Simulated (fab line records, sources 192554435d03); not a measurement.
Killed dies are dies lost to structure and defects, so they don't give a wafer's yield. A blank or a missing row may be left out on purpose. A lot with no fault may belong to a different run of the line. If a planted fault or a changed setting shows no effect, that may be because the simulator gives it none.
Which of the tools did it?    flow n5 finfet    9 lots with 27 wafers sampled at 2 steps, on a route of 1938 steps

WHAT EACH GAUGE READ, for each wafer
N5_BEOL_M4_RC_MEAS_101. Usual: DIBL_N 36.3 mV/V, standard deviation 1.6; DIBL_P 36.5 mV/V, standard deviation 1.6; IOFF_N 0.163 nA/um, standard deviation 0.026; IOFF_P 0.22 nA/um, standard deviation 0.033; ION_N 676 uA/um, standard deviation 9.9; ION_P 464 uA/um, standard deviation 6.5; SS_N 71.5 mV/dec, standard deviation 0.5; SS_P 73.3 mV/dec, standard deviation 0.64; VT_N 249.3 mV, standard deviation 2.9; VT_P -250 mV, standard deviation 3.2.
lot   measured      on         DIBL_N (mV/V)   DIBL_P (mV/V)   IOFF_N (nA/um)     IOFF_P (nA/um)  ION_N (uA/um)  ION_P (uA/um)  SS_N (mV/dec)   SS_P (mV/dec)   VT_N (mV)          VT_P (mV)       flag
L603  day 9 16:22   prober-02  36.9 37.0 35.6  37.9 38.1 36.5  0.179 0.182 0.160  0.22 0.22 0.20  673 688 697    463 466 464    71.6 71.7 70.8  74.8 73.9 74.3  245.1 246.4 248.8  -251 -250 -253  
L605  day 10 08:52  prober-01  39.4 35.7 37.3  38.9 35.8 36.8  0.212 0.142 0.167  0.32 0.25 0.27  686 662 666    472 470 473    71.8 70.8 72.1  74.2 73.1 73.3  244.7 251.3 248.1  -242 -244 -246  
L611  day 11 22:40  prober-02  34.6 34.3 36.5  35.7 35.6 38.5  0.129 0.123 0.157  0.19 0.19 0.22  658 671 670    457 467 464    71.6 71.3 71.7  72.6 72.8 72.6  253.8 253.7 250.7  -253 -250 -250  
L612  day 12 06:45  prober-02  37.3 36.9 36.6  36.9 36.7 36.5  0.188 0.187 0.175  0.22 0.22 0.21  682 675 680    458 459 461    72.1 72.5 72.1  73.1 73.4 72.7  246.8 244.9 248.3  -248 -250 -249  
L615  day 12 23:14  prober-01  41.2 38.5 39.1  40.7 38.3 39.0  0.249 0.185 0.202  0.29 0.24 0.26  683 671 689    464 459 474    72.4 72.3 71.2  75.1 73.9 73.4  244.6 248.4 243.9  -246 -248 -248  
L618  day 13 16:11  prober-01  38.4 35.0 35.9  42.3 37.9 38.6  0.213 0.145 0.164  0.29 0.21 0.23  685 680 682    470 470 471    72.8 70.8 71.5  74.2 72.1 72.9  246.6 248.1 250.8  -245 -250 -249  
L617  day 13 19:29  prober-01  33.9 34.3 34.3  34.1 34.0 33.9  0.123 0.123 0.128  0.21 0.20 0.21  676 665 663    477 459 467    71.4 71.0 71.2  72.4 73.1 72.2  255.8 254.4 256.5  -246 -248 -247  
L620  day 14 04:17  prober-01  36.0 34.9 35.7  37.1 35.2 36.3  0.169 0.145 0.164  0.22 0.19 0.22  669 662 672    465 456 462    71.8 71.6 71.7  73.4 73.5 73.8  249.5 252.3 250.3  -250 -251 -248  
L621  day 14 08:29  prober-01  36.3 36.5 38.5  35.8 35.5 39.0  0.173 0.165 0.217  0.24 0.23 0.30  681 671 696    463 462 473    71.5 72.0 72.0  73.2 74.0 74.1  246.1 247.7 243.8  -246 -246 -245  

N5_BEOL_M8_OVL_MEAS_29. Usual: V7_OVL gives 0.0 nm (standard deviation 0.6).
lot   measured      on          V7_OVL (nm)     flag
L603  day 11 09:10  overlay-02  0.0 0.7 0.2     
L605  day 11 21:17  overlay-01  0.2 0.5 -0.4    
L611  day 13 08:34  overlay-01  0.1 0.6 1.2     
L612  day 13 22:27  overlay-01  -0.5 0.5 -0.5   
L615  day 14 12:41  overlay-02  -0.5 -0.3 0.2   
L618  day 15 02:27  overlay-01  -0.7 -1.2 -1.2  
L617  day 15 10:46  overlay-01  -0.2 -0.7 -0.4  
L620  day 15 14:59  overlay-02  0.2 -0.2 0.5    
L621  day 15 17:12  overlay-02  0.5 -0.4 -0.4   

WHAT TOOL EACH LOT RAN ON (gives the tool, then ch and the chambers of the sampled wafers, and finally the start)
The record holds no process step before these readings.

WHAT THE TOOLS THEMSELVES READ (means of the sampled wafers that have a number; where no wafer has one, the mark that the record gives instead)
The record holds no such reading with a usual standard deviation.

THE ANSWER, worked out from the rows above alone
Rule: take the mean of a lot's wafers that have a number; if it is more than 3 standard deviations from the usual mean, the lot is off. Also off: a lot with no number at a reading for which 4 or more lots have one. The other lots that the step has rows for count as sound. After the gauges, taken in route order, come the tools' own readings; for these a lot's mean is taken, as printed above. At the first step where some lot is off, the reading lying furthest off is the one used; lots without a number count as furthest.
No lot is off at any reading shown: from this, nothing can be told.

WHAT THE SIMULATOR HAD INSERTED
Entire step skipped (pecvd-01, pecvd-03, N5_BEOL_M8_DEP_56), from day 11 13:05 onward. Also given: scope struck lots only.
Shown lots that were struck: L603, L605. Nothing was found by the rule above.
